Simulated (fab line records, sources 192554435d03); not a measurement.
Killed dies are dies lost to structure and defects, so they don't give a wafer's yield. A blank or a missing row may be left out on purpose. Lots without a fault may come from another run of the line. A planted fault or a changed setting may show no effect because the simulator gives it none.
Which tool did it? | flow n5_finfet | 11 lots, 33 wafers sampled, at 1 step of a route of 1938

WHAT THE GAUGES READ, wafer by wafer
N5_MOL_CONTACT_COAG_CD_MEAS_137: target cd 16 nm.
lot  | measured     | on        | cd_nm (nm)
L809 | day 5 11:10  | cd_sem-02 | 15.7 15.9 15.6
L810 | day 5 17:18  | cd_sem-01 | 16.7 16.1 15.5
L811 | day 5 23:59  | cd_sem-01 | 16.0 16.8 16.4
L814 | day 6 14:57  | cd_sem-02 | 16.5 16.4 16.1
L815 | day 6 23:09  | cd_sem-02 | 16.6 16.3 15.7
L816 | day 7 05:14  | cd_sem-01 | 15.9 15.8 16.9
L818 | day 7 16:47  | cd_sem-01 | 15.6 16.2 16.0
L828 | day 10 03:17 | cd_sem-03 | 15.9 15.9 15.8
L829 | day 10 10:43 | cd_sem-02 | 15.8 15.3 15.7
L830 | day 10 19:58 | cd_sem-01 | 15.8 16.1 15.8
L831 | day 10 22:44 | cd_sem-03 | 15.9 16.0 15.5

WHICH TOOL RAN EACH LOT (tool, then ch and the chambers of the sampled wafers, then the start)
The record holds no process step before these readings.

THE ANSWER, worked out from the rows above alone
Rule: what is usual is taken from the lots themselves. Put in order of their means at a reading, lots are off if they are a third of the lots or fewer, leave a main group of 4 or more, and stand apart from it by a gap of 3 or more times the standard deviation of the main group's means; of several such gaps the widest counts. A main group whose means are all the same, to the digits that the tables above print for the reading, isn't used. A lot without any number at a reading at which 4 lots or more have one is off too. The other lots that the step has rows for count as sound.
No lot is off at any reading shown: from this, nothing can be told.

WHAT THE SIMULATOR HAD PUT IN
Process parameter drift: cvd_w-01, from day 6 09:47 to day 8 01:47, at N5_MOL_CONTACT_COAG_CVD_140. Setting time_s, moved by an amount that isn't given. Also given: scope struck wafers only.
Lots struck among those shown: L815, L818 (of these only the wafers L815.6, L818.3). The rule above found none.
